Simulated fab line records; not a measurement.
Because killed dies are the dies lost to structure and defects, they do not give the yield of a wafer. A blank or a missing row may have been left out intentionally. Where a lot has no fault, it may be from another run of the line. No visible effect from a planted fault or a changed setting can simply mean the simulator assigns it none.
A sampling plan put to the test + flow n5-finfet + one fab line, 47 faults that these records tell of, each judged on the records of the lots that it struck; 1 more is left out, because the records don't allow judging it
The line's own looks make up the plan; these are the steps of the route where a gauge or inspection reads the wafer and leaves it unchanged. A look is open to judgement when struck wafers have a number at it and the file gives its usual mean and standard deviation on fault-free wafers. Caught: a look later than the fault's first step finds the struck wafers' mean 4 or more of those standard deviations (sigma) from the usual mean. On the tool: the fault's steps, tested the same way using the tool's own readings. Another recipe on the struck wafers, or a record that is blank for them alone, also counts as caught.

## THE FAULTS, as the simulator had put them in
1. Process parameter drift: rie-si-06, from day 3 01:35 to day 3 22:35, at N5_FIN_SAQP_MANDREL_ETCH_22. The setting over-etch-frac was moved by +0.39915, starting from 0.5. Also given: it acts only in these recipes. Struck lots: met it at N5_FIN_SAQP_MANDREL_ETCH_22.
2. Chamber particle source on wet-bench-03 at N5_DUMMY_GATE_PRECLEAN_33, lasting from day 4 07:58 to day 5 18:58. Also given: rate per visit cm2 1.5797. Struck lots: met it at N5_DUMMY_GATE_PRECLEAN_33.
3. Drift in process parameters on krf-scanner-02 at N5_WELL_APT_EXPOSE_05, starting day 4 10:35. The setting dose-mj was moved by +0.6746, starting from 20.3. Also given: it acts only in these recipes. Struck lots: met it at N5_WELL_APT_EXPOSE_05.
4. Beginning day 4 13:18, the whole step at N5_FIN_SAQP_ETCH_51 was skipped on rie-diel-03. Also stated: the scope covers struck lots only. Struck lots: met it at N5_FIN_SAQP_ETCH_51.
5. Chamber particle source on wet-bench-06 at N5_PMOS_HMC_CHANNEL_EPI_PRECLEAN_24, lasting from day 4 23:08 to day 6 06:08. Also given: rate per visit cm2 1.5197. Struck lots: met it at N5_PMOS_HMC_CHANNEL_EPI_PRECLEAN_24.
6. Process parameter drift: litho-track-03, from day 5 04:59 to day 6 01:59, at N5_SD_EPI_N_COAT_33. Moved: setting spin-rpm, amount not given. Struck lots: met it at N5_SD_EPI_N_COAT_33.
7. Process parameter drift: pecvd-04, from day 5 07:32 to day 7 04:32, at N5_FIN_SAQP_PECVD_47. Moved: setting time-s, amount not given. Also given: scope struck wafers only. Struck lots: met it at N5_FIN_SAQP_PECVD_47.
8. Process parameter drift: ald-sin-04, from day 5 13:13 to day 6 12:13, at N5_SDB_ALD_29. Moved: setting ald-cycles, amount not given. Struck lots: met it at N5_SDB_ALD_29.
9. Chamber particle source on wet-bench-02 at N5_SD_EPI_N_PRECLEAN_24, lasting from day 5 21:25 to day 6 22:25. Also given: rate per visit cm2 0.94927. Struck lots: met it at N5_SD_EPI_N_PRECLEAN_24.
10. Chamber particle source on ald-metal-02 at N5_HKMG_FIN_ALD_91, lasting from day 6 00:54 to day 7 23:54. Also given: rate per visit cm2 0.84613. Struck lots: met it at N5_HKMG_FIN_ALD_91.
11. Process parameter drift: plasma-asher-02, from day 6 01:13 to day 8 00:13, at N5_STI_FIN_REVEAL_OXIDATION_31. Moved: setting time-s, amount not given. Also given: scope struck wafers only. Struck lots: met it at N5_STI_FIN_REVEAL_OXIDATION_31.
12. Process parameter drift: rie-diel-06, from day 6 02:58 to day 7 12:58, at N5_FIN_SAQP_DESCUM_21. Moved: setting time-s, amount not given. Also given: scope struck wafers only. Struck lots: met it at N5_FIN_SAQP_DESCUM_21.
13. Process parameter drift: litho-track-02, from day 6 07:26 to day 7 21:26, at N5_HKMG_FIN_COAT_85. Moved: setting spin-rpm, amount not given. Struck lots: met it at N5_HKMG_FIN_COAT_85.
14. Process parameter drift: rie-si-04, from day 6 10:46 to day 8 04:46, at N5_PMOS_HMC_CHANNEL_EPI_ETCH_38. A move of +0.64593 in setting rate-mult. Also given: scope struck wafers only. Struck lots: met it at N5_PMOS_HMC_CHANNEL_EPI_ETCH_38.
15. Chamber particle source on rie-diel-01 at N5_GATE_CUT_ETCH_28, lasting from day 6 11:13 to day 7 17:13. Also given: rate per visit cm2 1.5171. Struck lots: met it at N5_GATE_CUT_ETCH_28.
16. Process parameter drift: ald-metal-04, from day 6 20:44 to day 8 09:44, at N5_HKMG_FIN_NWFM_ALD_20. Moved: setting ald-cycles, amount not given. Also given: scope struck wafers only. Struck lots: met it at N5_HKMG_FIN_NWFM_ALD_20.
17. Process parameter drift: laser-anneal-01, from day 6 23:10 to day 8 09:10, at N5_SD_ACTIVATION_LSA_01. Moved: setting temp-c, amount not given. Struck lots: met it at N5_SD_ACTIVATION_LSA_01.
18. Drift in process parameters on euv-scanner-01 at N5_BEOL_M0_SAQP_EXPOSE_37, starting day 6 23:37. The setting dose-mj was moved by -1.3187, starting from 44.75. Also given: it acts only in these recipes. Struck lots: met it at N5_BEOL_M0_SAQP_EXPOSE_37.
19. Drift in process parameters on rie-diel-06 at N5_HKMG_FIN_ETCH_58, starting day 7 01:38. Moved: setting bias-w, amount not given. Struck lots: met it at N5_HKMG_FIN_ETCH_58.
20. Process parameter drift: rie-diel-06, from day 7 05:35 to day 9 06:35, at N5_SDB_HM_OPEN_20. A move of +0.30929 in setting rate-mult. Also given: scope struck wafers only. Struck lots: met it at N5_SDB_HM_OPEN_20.
21. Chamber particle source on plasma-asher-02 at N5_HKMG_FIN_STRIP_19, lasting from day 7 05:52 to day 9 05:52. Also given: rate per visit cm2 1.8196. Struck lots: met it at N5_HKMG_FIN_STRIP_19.
22. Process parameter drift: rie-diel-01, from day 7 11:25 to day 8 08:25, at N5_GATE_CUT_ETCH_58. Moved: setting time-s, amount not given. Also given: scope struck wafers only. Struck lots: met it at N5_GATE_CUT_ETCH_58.
23. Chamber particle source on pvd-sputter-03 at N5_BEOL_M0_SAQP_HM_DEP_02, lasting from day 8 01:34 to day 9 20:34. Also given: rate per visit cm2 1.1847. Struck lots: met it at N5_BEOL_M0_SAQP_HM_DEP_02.
24. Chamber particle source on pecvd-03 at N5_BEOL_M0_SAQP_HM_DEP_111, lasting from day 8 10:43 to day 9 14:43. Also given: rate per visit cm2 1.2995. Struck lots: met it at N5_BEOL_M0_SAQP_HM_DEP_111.
25. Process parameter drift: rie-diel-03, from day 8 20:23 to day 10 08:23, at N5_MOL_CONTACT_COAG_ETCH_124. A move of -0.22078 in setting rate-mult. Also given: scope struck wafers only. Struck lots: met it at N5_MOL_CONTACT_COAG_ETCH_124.
26. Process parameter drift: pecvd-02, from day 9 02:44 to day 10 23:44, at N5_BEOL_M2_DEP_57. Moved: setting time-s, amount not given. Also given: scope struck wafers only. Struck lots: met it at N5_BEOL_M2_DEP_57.
27. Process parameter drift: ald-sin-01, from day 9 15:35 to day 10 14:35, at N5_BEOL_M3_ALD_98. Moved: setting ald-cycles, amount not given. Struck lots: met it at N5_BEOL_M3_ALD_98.
28. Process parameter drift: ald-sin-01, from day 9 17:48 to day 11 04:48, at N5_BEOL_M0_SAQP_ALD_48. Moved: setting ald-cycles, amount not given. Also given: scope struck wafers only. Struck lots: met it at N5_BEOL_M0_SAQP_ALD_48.
29. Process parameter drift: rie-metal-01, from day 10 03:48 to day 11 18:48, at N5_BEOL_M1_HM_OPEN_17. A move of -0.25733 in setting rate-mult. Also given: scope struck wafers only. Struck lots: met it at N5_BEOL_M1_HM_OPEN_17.
30. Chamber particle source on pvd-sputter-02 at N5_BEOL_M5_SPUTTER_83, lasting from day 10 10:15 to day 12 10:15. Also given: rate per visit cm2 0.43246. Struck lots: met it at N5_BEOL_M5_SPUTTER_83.
31. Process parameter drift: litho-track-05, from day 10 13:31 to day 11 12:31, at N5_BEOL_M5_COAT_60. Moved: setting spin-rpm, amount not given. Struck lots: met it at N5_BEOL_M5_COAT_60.
32. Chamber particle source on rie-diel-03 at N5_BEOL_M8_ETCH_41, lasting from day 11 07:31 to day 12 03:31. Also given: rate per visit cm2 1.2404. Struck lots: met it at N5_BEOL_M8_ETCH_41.
33. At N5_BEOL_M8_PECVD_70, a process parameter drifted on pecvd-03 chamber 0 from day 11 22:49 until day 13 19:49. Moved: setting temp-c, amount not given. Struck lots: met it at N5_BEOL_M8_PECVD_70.
34. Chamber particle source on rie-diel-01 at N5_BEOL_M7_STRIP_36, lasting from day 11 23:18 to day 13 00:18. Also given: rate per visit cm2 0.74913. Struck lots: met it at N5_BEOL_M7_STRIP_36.
35. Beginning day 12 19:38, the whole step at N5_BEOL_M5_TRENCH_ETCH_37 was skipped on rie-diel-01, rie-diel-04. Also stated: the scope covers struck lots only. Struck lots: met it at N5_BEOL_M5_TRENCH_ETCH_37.
36. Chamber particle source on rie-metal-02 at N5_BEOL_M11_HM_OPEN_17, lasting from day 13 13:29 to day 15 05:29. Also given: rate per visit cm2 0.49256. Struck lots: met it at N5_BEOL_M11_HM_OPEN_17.
37. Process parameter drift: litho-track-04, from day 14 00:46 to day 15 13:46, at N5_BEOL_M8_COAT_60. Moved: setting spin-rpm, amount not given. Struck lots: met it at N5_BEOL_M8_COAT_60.
38. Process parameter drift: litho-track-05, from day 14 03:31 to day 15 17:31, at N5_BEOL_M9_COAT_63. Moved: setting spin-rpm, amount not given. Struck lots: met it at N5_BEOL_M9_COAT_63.
39. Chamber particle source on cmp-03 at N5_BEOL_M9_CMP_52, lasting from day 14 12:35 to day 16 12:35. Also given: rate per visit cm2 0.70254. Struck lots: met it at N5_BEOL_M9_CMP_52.
40. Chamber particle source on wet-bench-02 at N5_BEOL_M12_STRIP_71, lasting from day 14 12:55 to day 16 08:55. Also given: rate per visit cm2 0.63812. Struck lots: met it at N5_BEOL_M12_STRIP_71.
41. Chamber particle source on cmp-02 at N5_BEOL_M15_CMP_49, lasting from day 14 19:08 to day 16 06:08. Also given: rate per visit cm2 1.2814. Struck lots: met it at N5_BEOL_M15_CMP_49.
42. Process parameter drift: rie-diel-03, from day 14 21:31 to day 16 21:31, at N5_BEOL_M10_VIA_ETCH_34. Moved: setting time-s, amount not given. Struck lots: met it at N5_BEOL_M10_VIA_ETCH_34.
43. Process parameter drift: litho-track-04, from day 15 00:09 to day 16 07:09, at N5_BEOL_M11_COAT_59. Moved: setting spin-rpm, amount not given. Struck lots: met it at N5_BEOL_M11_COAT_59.
44. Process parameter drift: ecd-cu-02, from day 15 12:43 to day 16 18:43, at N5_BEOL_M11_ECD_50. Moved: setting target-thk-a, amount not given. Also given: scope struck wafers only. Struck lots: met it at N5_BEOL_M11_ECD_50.
45. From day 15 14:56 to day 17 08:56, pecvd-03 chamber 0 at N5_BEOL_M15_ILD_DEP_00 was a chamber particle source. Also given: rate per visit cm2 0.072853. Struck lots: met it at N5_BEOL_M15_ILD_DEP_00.
46. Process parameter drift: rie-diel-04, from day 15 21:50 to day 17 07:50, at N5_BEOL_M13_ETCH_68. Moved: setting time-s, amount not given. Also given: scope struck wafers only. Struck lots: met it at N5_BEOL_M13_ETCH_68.
47. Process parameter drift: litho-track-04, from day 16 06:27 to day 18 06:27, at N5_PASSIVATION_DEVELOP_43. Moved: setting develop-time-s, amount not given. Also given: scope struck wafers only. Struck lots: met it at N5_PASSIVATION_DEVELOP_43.

## WHAT THE PLAN SAW
| fault | on the tool itself                               | first look that catches it                      | reading, sigma                                   | median hours from its first step to that look | hours from the fault's start to the first struck lot there | judged looks passed uncaught |
|-------|--------------------------------------------------|-------------------------------------------------|--------------------------------------------------|-----------------------------------------------|------------------------------------------------------------|------------------------------|
| 1     | oes-product-au -7.9 sigma                        | not the one look that can be judged after it    | -                                                | -                                             | -                                                          | 1                            |
| 2     | no reading that can be judged                    | N5_DUMMY_GATE_INSPECT_27                        | raw-defect-count +13                             | 0.1                                           | 4                                                          | 0                            |
| 3     | exposure-dose-mJ-cm2 +30 sigma                   | none of the 4 looks that can be judged after it | strongest: cd-nm at N5_WELL_APT_CD_MEAS_08, +2.4 | -                                             | -                                                          | 4                            |
| 4     | the tool's record is blank for the struck wafers | no look after it can be judged                  | -                                                | -                                             | -                                                          | 0                            |
| 5     | no reading that can be judged                    | N5_PMOS_HMC_CHANNEL_EPI_INSPECT_30              | raw-defect-count +99 or beyond                   | 0.5                                           | 4                                                          | 0                            |
| 6     | spin-speed-rpm -47 sigma                         | not the one look that can be judged after it    | -                                                | -                                             | -                                                          | 1                            |
| 7     | run-length-s +10 sigma                           | not the one look that can be judged after it    | -                                                | -                                             | -                                                          | 1                            |
| 8     | under 2 sigma                                    | not the one look that can be judged after it    | -                                                | -                                             | -                                                          | 1                            |
| 9     | no reading that can be judged                    | N5_SD_EPI_N_INSPECT_26                          | raw-defect-count +13                             | 0.7                                           | 5                                                          | 0                            |
| 10    | under 2 sigma                                    | not the one look that can be judged after it    | -                                                | -                                             | -                                                          | 1                            |
| 11    | under 2 sigma                                    | N5_STI_FIN_REVEAL_CD_MEAS_22                    | cd-nm +4.4                                       | 0.6                                           | 19                                                         | 0                            |
| 12    | under 2 sigma                                    | not the one look that can be judged after it    | -                                                | -                                             | -                                                          | 1                            |
| 13    | spin-speed-rpm +99 or beyond sigma               | not the one look that can be judged after it    | -                                                | -                                             | -                                                          | 1                            |
| 14    | oes-product-au +22 sigma                         | not the one look that can be judged after it    | -                                                | -                                             | -                                                          | 1                            |
| 15    | under 2 sigma                                    | no look after it can be judged                  | -                                                | -                                             | -                                                          | 0                            |
| 16    | under 2 sigma                                    | N5_BEOL_M4_RC_MEAS_101                          | VT_N_LONG +45                                    | 100.8                                         | 103                                                        | 0                            |
| 17    | wafer_temp_C_max +12 sigma                       | N5_SD_ACTIVATION_RS_MEAS_03                     | RS_SD_N -9.9                                     | 0.2                                           | 6                                                          | 0                            |
| 18    | exposure-dose-mJ-cm2 -22 sigma                   | not the one look that can be judged after it    | -                                                | -                                             | -                                                          | 1                            |
| 19    | bias-w -29 sigma                                 | not the one look that can be judged after it    | -                                                | -                                             | -                                                          | 1                            |
| 20    | under 2 sigma                                    | not the one look that can be judged after it    | -                                                | -                                             | -                                                          | 1                            |
| 21    | under 2 sigma                                    | no look after it can be judged                  | -                                                | -                                             | -                                                          | 0                            |
| 22    | under 2 sigma                                    | not the one look that can be judged after it    | -                                                | -                                             | -                                                          | 1                            |
| 23    | under 2 sigma                                    | N5_BEOL_M0_SAQP_INSPECT_16                      | raw-defect-count +5.7                            | 0.8                                           | 4                                                          | 0                            |
| 24    | under 2 sigma                                    | N5_BEOL_M0_SAQP_INSPECT_16                      | raw-defect-count +6.5                            | 0.4                                           | 6                                                          | 1                            |
| 25    | under 2 sigma                                    | not the one look that can be judged after it    | -                                                | -                                             | -                                                          | 1                            |
| 26    | under 2 sigma                                    | none of the 2 looks that can be judged after it | -                                                | -                                             | -                                                          | 2                            |
| 27    | under 2 sigma                                    | not the one look that can be judged after it    | -                                                | -                                             | -                                                          | 1                            |
| 28    | under 2 sigma                                    | not the one look that can be judged after it    | -                                                | -                                             | -                                                          | 1                            |
| 29    | under 2 sigma                                    | not the one look that can be judged after it    | -                                                | -                                             | -                                                          | 1                            |
| 30    | under 2 sigma                                    | no look after it can be judged                  | -                                                | -                                             | -                                                          | 0                            |
| 31    | spin-speed-rpm +99 or beyond sigma               | no look after it can be judged                  | -                                                | -                                             | -                                                          | 0                            |
| 32    | under 2 sigma                                    | no look after it can be judged                  | -                                                | -                                             | -                                                          | 0                            |
| 33    | susceptor-temp-C -73 sigma                       | no look after it can be judged                  | -                                                | -                                             | -                                                          | 0                            |
| 34    | under 2 sigma                                    | no look after it can be judged                  | -                                                | -                                             | -                                                          | 0                            |
| 35    | the tool's record is blank for the struck wafers | N5_BEOL_M5_OCD_MEAS_38                          | trench-depth-nm -55                              | 0.2                                           | 2                                                          | 0                            |
| 36    | under 2 sigma                                    | N5_BEOL_M11_INSPECT_30                          | raw-defect-count +4.4                            | 1.3                                           | 10                                                         | 1                            |
| 37    | spin-speed-rpm -66 sigma                         | no look after it can be judged                  | -                                                | -                                             | -                                                          | 0                            |
| 38    | spin-speed-rpm -45 sigma                         | no look after it can be judged                  | -                                                | -                                             | -                                                          | 0                            |
| 39    | under 2 sigma                                    | N5_BEOL_M9_INSPECT_58                           | raw-defect-count +15                             | 0.4                                           | 2                                                          | 0                            |
| 40    | no reading that can be judged                    | none of the 2 looks that can be judged after it | -                                                | -                                             | -                                                          | 2                            |
| 41    | under 2 sigma                                    | N5_BEOL_M15_INSPECT_55                          | raw-defect-count +35                             | 0.4                                           | 9                                                          | 0                            |
| 42    | run-length-s -35 sigma                           | no look after it can be judged                  | -                                                | -                                             | -                                                          | 0                            |
| 43    | spin-speed-rpm +99 or beyond sigma               | no look after it can be judged                  | -                                                | -                                             | -                                                          | 0                            |
| 44    | no reading that can be judged                    | none of the 2 looks that can be judged after it | -                                                | -                                             | -                                                          | 2                            |
| 45    | under 2 sigma                                    | N5_BEOL_M15_INSPECT_12                          | raw-defect-count +36                             | 0.7                                           | 34                                                         | 0                            |
| 46    | run-length-s -99 or beyond sigma                 | no look after it can be judged                  | -                                                | -                                             | -                                                          | 0                            |
| 47    | under 2 sigma                                    | N5_PASSIVATION_CD_MEAS_44                       | cd-nm -5.0                                       | 0.1                                           | 15                                                         | 0                            |
Dash: fault not caught, or number not given in these records.

Caught at a look: 14 of 47. Caught on the tool: 18 of 47. By one or the other: 30 of 47.
Faults 1, 3, 4, 6, 7, 13, 14, 18, 19, 31, 33, 37, 38, 42, 43, 46 were caught on the tool alone.
Caught at a look alone: faults 2, 5, 9, 11, 16, 23, 24, 36, 39, 41, 45, 47.
Caught by neither: faults 8, 10, 12, 15, 20, 21, 22, 25, 26, 27, 28, 29, 30, 32, 34, 40, 44.

## THINNER SAMPLING
If the look that catches a fault measured only every second or every third lot, by lot number, the first struck lot would be measured this late in the worst case:
| fault | struck lots at that look, in order of time | every lot | every second lot | every third lot |
|-------|--------------------------------------------|-----------|------------------|-----------------|
| 2     | L693, L694                                 | 4 h       | 12 h             | may miss all 2  |
| 5     | L447, L448                                 | 4 h       | 10 h             | may miss all 2  |
| 9     | L511, L513                                 | 5 h       | may miss all 2   | may miss all 2  |
| 11    | L700, L701                                 | 19 h      | 26 h             | may miss all 2  |
| 16    | L932, L933, L936                           | 103 h     | 111 h            | may miss all 3  |
| 17    | L888, L890                                 | 6 h       | may miss all 2   | may miss all 2  |
| 23    | L725, L731                                 | 4 h       | may miss all 2   | may miss all 2  |
| 24    | L997, L998                                 | 6 h       | 10 h             | may miss all 2  |
| 35    | L725, L724                                 | 2 h       | 3 h              | may miss all 2  |
| 36    | L889, L893                                 | 10 h      | may miss all 2   | may miss all 2  |
| 39    | L382, L384                                 | 2 h       | may miss all 2   | may miss all 2  |
| 41    | L411, L412, L414                           | 9 h       | 30 h             | may miss all 3  |
| 45    | L724                                       | 34 h      | may miss it      | may miss it     |
| 47    | L998, L101                                 | 15 h      | 48 h             | may miss all 2  |
Hours are from the fault's start to the first struck lot that is measured. The test against the limit of 4 sigma pooled every struck wafer, which means one lot taken alone may stay below that limit. Other struck lots may not be in these records.

## THE LONGEST TIMED WAY FROM STEP TO LOOK
Fault 16: the median time between N5_HKMG_FIN_NWFM_ALD_20 and N5_BEOL_M4_RC_MEAS_101 is 100.8 hours. No look between them can be judged.
